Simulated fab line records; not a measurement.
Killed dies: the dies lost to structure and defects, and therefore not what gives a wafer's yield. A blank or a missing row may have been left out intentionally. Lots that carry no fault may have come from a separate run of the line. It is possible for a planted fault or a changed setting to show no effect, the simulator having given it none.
One fault through the eyes of 2 desks    flow n5-finfet    what lay behind the numbers comes last; until then each desk has only its own

AT THE TOOL OWNER'S DESK: ald-metal-01
The tool's own readings at N5_BEOL_M10_ALD_74 (deposits TaN, target thk 2 nm, pulse time 2 s, purge time 3 s): means of the sampled wafers that have a number, for each lot that ran on this tool. The brackets show how far a lot's mean lies from the usual mean; more than 4 standard deviations puts the lot out of limits, marked OUT.
Columns: A = heater-power-w at N5_BEOL_M10_ALD_74, usual 441 W
lot   first seen here  A
L801  day 10 00:38     453
L806  day 10 22:29     451
L812  day 12 18:24     485
L813  day 13 05:44     420
L816  day 14 02:46     476
This desk found nothing out of limits on any of the 5 lots.

THE METROLOGY DESK
Lot by lot, what the gauges showed, no matter which tool ran the lot: averages of those sampled wafers that carry a number. The brackets show how far a lot's mean lies from the usual mean; more than 4 standard deviations puts the lot out of limits, marked OUT. Readings shown: 7 out of 35 (the first out of limits, and those lying furthest out on some lot).
Columns: A = ION_P at N5_BEOL_M4_RC_MEAS_101, usual 460 uA/um; B = VT_P at N5_BEOL_M4_RC_MEAS_101, usual -250 mV; C = COMB_M10 at N5_BEOL_M15_RC_MEAS_101, usual 1.5e-11 S/m; D = COMB_M10_max_site at N5_BEOL_M15_RC_MEAS_101, usual 2.2e-11 S/m; E = COMB_M13 at N5_BEOL_M15_RC_MEAS_101, usual 4.9e-12 S/m; F = COMB_M8 at N5_BEOL_M15_RC_MEAS_101, usual 2.6e-11 S/m; G = SERP_M9 at N5_BEOL_M15_RC_MEAS_101, usual 3.07 ohm/um
lot   first seen here  A    B     C                  D                  E        F        G
L801  day 7 22:00      460  -249  1.8e-11            2.2e-11            5.2e-12  2.3e-11  3.05
L806  day 8 18:54      454  -254  1.5e-11            2.2e-11            2.7e-12  3.7e-11  3.09
L811  day 10 10:10     448  -254  1.4e-11            2.1e-11            4.8e-12  3.4e-11  3.08
L812  day 10 19:25     450  -251  1.1e-10 (+27) OUT  1.7e-10 (+26) OUT  3.7e-12  2.9e-11  3.00
L813  day 11 02:58     460  -246  1.1e-10 (+28) OUT  1.5e-10 (+23) OUT  5.2e-12  2.4e-11  3.05
L814  day 11 14:58     476  -245  1.6e-11            2.3e-11            5.2e-12  2.6e-11  3.30
L816  day 11 20:58     468  -247  9.7e-11 (+24) OUT  1.2e-10 (+18) OUT  5.7e-12  2.9e-11  3.09
L823  day 13 16:32     464  -243  1.2e-11            2.0e-11            5.8e-12  3.0e-11  3.01
This desk finds L812, L813, L816 out of limits, with the earliest case on L812 at day 14 01:18 (COMB_M10 at N5_BEOL_M15_RC_MEAS_101). L801, L806, L811, L814, L823 stayed within limits.

PUT TOGETHER
L812, L813, L816 would have let the metrology desk raise an alarm at day 14 01:18.
The tool owner's desk saw nothing out of limits.
On record at the tool owner's desk: L812, L813, L816, within its limits.
Every lot named ran N5_BEOL_M10_ALD_74 on ald-metal-01.

WHAT WAS PUT IN BY THE SIMULATOR
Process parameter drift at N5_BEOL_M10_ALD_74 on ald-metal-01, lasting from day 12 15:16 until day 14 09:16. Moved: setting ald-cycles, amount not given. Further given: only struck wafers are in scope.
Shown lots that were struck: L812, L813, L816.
Per desk, hours elapsed from the start of the fault to the first reading out of limits: for the metrology desk, 34.
